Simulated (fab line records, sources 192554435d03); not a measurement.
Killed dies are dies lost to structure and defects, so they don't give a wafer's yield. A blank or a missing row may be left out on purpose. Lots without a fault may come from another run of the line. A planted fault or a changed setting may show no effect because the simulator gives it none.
Which tool did it? | flow n5_finfet | 11 lots, 33 wafers sampled, at 2 steps of a route of 1938

WHAT THE GAUGES READ, wafer by wafer
N5_MOL_CONTACT_COAG_CD_MEAS_08: target cd 28 nm. Usual: cd_nm 28.06 nm, standard deviation 0.25.
lot  | measured     | on        | cd_nm (nm)        | flag
L275 | day 4 14:46  | cd_sem-01 | 28.19 28.09 27.76 |
L276 | day 4 23:40  | cd_sem-03 | 28.21 28.50 28.41 |
L277 | day 5 05:40  | cd_sem-01 | 28.43 28.46 28.20 |
L278 | day 5 09:35  | cd_sem-03 | 27.90 28.16 27.89 |
L284 | day 7 00:07  | cd_sem-03 | 27.99 27.82 27.82 |
L287 | day 7 19:01  | cd_sem-01 | 27.83 28.24 28.23 |
L292 | day 8 20:18  | cd_sem-01 | 28.38 28.13 27.84 |
L293 | day 9 03:40  | cd_sem-02 | 28.29 28.34 28.31 |
L295 | day 9 17:27  | cd_sem-01 | 27.80 27.86 27.78 |
L296 | day 9 20:17  | cd_sem-01 | 28.23 28.37 28.56 |
L297 | day 10 11:38 | cd_sem-02 | 28.21 28.23 27.78 |

N5_MOL_CONTACT_COAG_OVL_MEAS_09. Usual: CA_OVL -0.1 nm, standard deviation 0.66.
lot  | measured     | on         | CA_OVL (nm)    | flag
L275 | day 4 14:48  | overlay-01 | 0.2 0.5 0.7    |
L276 | day 4 23:41  | overlay-01 | 0.2 -0.1 -0.7  |
L277 | day 5 05:42  | overlay-02 | 0.3 0.5 0.1    |
L278 | day 5 09:37  | overlay-01 | 0.1 -0.1 0.1   |
L284 | day 7 00:08  | overlay-02 | -0.8 0.2 -0.1  |
L287 | day 7 19:03  | overlay-01 | 0.1 0.3 0.3    |
L292 | day 8 20:20  | overlay-01 | 0.5 0.6 1.7    |
L293 | day 9 03:42  | overlay-02 | -0.1 -0.4 0.3  |
L295 | day 9 17:29  | overlay-02 | -1.2 -0.4 -0.4 |
L296 | day 9 20:19  | overlay-02 | -1.1 0.1 0.2   |
L297 | day 10 11:40 | overlay-01 | -0.6 0.7 0.7   |

WHICH TOOL RAN EACH LOT (tool, then ch and the chambers of the sampled wafers, then the start)
The record holds no process step before these readings.

WHAT THE TOOLS THEMSELVES READ (means of the sampled wafers that have a number; where no wafer has one, the mark that the record gives instead)
The record holds no such reading with a usual standard deviation.

THE ANSWER, worked out from the rows above alone
Rule: a lot is off if the mean of its wafers that have a number lies more than 3 standard deviations from the usual mean. A lot without any number at a reading at which 4 lots or more have one is off too. The other lots that the step has rows for count as sound. The gauges are gone through in route order, then the tools' own readings, and for those a lot's mean is taken as printed above. The first step at which some lot is off is used, and at that step the reading that is off furthest; a lot without a number counts as furthest.
No lot is off at any reading shown: from this, nothing can be told.

WHAT THE SIMULATOR HAD PUT IN
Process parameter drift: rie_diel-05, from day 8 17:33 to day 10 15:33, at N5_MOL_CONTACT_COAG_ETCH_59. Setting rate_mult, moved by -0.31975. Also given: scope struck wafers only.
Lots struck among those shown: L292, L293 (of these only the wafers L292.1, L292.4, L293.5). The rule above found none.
